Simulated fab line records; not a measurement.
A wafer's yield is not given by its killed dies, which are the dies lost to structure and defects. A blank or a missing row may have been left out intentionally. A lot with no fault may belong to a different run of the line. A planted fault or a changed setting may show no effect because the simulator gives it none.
Lot-split experiment -- flow n5 finfet -- 39 wafers read from 7 lots, route of 1938 steps

## ABOUT THE SPLIT
At N5_HKMG_FIN_ETCH_54 (etches SiARC in CF4, target depth 45.5 nm, time 75.8 s), the setting source w was moved away from the recipe's 545 W on 12 of the 39 wafers read, by -16.5% to +18.9%. This setting was run at the recipe's value on the other wafers.

The reading comes from the split's own step.

## THE READING
rf vpp V, in V, at N5_HKMG_FIN_ETCH_54 (etches SiARC in CF4, target depth 45.5 nm, time 75.8 s). On this fab line, fault-free wafers typically give 184.7 V with a standard deviation of 1.1 V.

wafer,"tool, chamber at the split","source w as run, W",against the recipe,"rf vpp V, V",against lot-mates on the recipe
L079.1,"rie diel-02, 3",545,recipe,186.1,-
L079.2,"rie diel-02, 0",545,recipe,186.1,-
L079.3,"rie diel-02, 1",545,recipe,183.2,-
L079.4,"rie diel-02, 2",545,recipe,185.2,-
L079.5,"rie diel-02, 2",545,recipe,185.2,-
L079.6,"rie diel-02, 1",545,recipe,182.7,-
L081.1,"rie diel-04, 1",545,recipe,183.7,-
L081.2,"rie diel-04, 0",599,+9.9%,179.3,-5.1
L081.3,"rie diel-04, 2",545,recipe,184.9,-
L081.4,"rie diel-04, 3",599,+9.9%,179.6,-4.8
L081.5,"rie diel-04, 3",545,recipe,184.7,-
L081.6,"rie diel-04, 0",599,+9.9%,178.8,-5.6
L082.1,"rie diel-01, 3",545,recipe,184.0,-
L082.2,"rie diel-01, 2",545,recipe,185.3,-
L082.3,"rie diel-01, 0",503.8,-7.6%,190.5,+5.5
L082.4,"rie diel-01, 1",503.8,-7.6%,190.7,+5.7
L082.5,"rie diel-01, 0",503.8,-7.6%,190.9,+5.9
L082.6,"rie diel-01, 1",545,recipe,185.7,-
L084.1,"rie diel-02, 0",455.2,-16.5%,195.2,+10.8
L084.2,"rie diel-02, 1",455.2,-16.5%,197.4,+13.0
L084.3,"rie diel-02, 3",545,recipe,185.9,-
L084.4,"rie diel-02, 2",545,recipe,183.4,-
L084.5,"rie diel-02, 0",455.2,-16.5%,197.9,+13.5
L084.6,"rie diel-02, 1",545,recipe,184.0,-
L092.1,"rie diel-02, 1",648.1,+18.9%,173.4,-11.9
L092.2,"rie diel-02, 3",545,recipe,185.7,-
L092.3,"rie diel-02, 2",545,recipe,184.8,-
L092.4,"rie diel-02, 0",545,recipe,185.4,-
L092.5,"rie diel-02, 2",648.1,+18.9%,173.8,-11.5
L092.6,"rie diel-02, 3",648.1,+18.9%,173.9,-11.4
L096.1,"rie diel-01, 2",545,recipe,185.1,-
L096.2,"rie diel-01, 0",545,recipe,187.4,-
L096.3,"rie diel-01, 1",545,recipe,184.8,-
L096.4,"rie diel-01, 3",545,recipe,182.8,-
L096.5,"rie diel-01, 3",545,recipe,184.0,-
L096.6,"rie diel-01, 0",545,recipe,185.3,-
L097.1,"rie diel-01, 2",545,recipe,185.5,-
L097.2,"rie diel-01, 0",545,recipe,186.3,-
L097.5,"rie diel-01, 3",545,recipe,184.0,-

THE FIT
A straight line over all 39 wafers: rf vpp V changes by -0.65 V for each +1% of source w; r = -0.98; the points scatter about the line by 1.1 V.
The same after taking each lot's own level away (the mean of its wafers on the recipe; 39 wafers): -0.663 V for each +1%; r = -0.98; scatter 1.1 V.
That fit puts the effect of the largest move of source w on the reading at 13 V.
Measured against the standard deviation above, the lots' own levels, which go from 184.43 to 185.30 V, span 0.8 times it.
The two slopes agree, so the slope changes little with the lot-to-lot level.
Check: -12.3 V against its lot-mates is what the line predicts for one of the wafers moved furthest among these (+18.9%) when that wafer is left out of the fit. It came out at -11.9 V against them.
Tool readings at the split's step, against how far the setting was moved: etch rf on time s r = -0.97; rf vpp V r = -0.98.

## OTHER SPLITS APPLIED TO THESE WAFERS
Other splits were also applied to these wafers ahead of the reading. Each is held against what the fit with the lots' levels taken away leaves over:
other split on the same wafers,wafers away from the commonest value,r with rf vpp V (lot level and that fit taken away)
N5_WELL_APT_EXPOSE_05 dose mj,15,+0.04
N5_WELL_APT_IMPLANT_15 energy kev,9,-0.20
N5_FIN_SAQP_ALD_61 temp c,12,+0.00
N5_FIN_SAQP_ETCH_64 bias w,15,+0.05
N5_FIN_CUT_CUT_ETCH_15 target depth a,15,+0.09

## THE WHOLE CHAIN: every reading that the file lists as answering this split, in the file's order
step,what it does,reading,change (the file's fit),r (the file's)
N5_HKMG_FIN_ETCH_54,"etches SiARC in CF4, target depth 45.5 nm, time 75.8 s",etch rf on time s,withheld for each +1% of the setting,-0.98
N5_HKMG_FIN_ETCH_54,"etches SiARC in CF4, target depth 45.5 nm, time 75.8 s",rf vpp V,-0.661 V for each +1% of the setting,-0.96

## FILE'S OWN FIT
rf vpp V changes by -0.661 V for each +1% of source w, r = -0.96.
